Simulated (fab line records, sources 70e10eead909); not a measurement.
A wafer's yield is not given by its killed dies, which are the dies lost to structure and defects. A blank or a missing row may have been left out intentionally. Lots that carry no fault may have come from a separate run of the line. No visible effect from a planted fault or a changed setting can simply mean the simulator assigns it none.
Matching of chambers | flow nandHarc | cmp-01 running NHARC_A_CHANNEL_FILL_D1_CMP_10: 4 sister chambers
The step polishes, target thk 150 nm. 8 wafers are shown with their chamber, then 9 later ones without.

## WAFERS WITH THEIR CHAMBER
wafer  | chamber | motorCurrentA (A) | timeToEndpointS (s)
L078.5 | 1       | 15.7              | 13.2
L079.6 | 0       | 11.5              | 12.4
L084.3 | 2       | 12.9              | 20.6
L084.4 | 0       | 11.1              | 14.5
L084.6 | 2       | 12.6              | 17.1
L083.1 | 3       | 12.2              | 14.5
L083.2 | 1       | 14.5              | 12.2
L083.6 | 3       | 12.3              | 12.3

## WAFERS MISSING THEIR CHAMBER
wafer  | motorCurrentA (A) | timeToEndpointS (s)
L088.2 | 11.7              | 12.3
L088.4 | 15.3              | 14.5
L088.5 | 14.5              | 11.5
L090.3 | 12.9              | 18.9
L090.5 | 12.7              | 13.1
L090.6 | 12.6              | 19.0
L094.4 | 11.3              | 12.6
L094.5 | 13.5              | 17.1
L094.6 | 15.6              | 10.7

## WHICH CHAMBER EACH ONE RAN IN
wafer  | from the rows above     | in truth
L088.2 | can't be placed: 0 or 3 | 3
L088.4 | 1                       | 1
L088.5 | 1                       | 1
L090.3 | 2                       | 2
L090.5 | 3                       | 3
L090.6 | 2                       | 2
L094.4 | can't be placed: 0 or 3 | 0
L094.5 | can't be placed: 2 or 3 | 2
L094.6 | 1                       | 1
Placed correctly: 6 of 9. Cannot be placed on the basis of these rows: 3; the candidates contain the true chamber in 3. Number placed wrongly: 0.
How it was worked out, from the rows above alone: a wafer's distance from a chamber is the root of the sum, over the readings, of the square of ((its reading less the chamber's mean) divided by the reading's scatter). If the next closest chamber is less than 2 further off than the closest, the wafer can't be placed; otherwise it belongs to the closest. For every chamber, the mean is computed from those of its wafers that are shown. How the scatter is found: for the shown wafers, subtract from each reading the mean of its chamber, square and add these, divide the total by (wafers less chambers), then take the root.
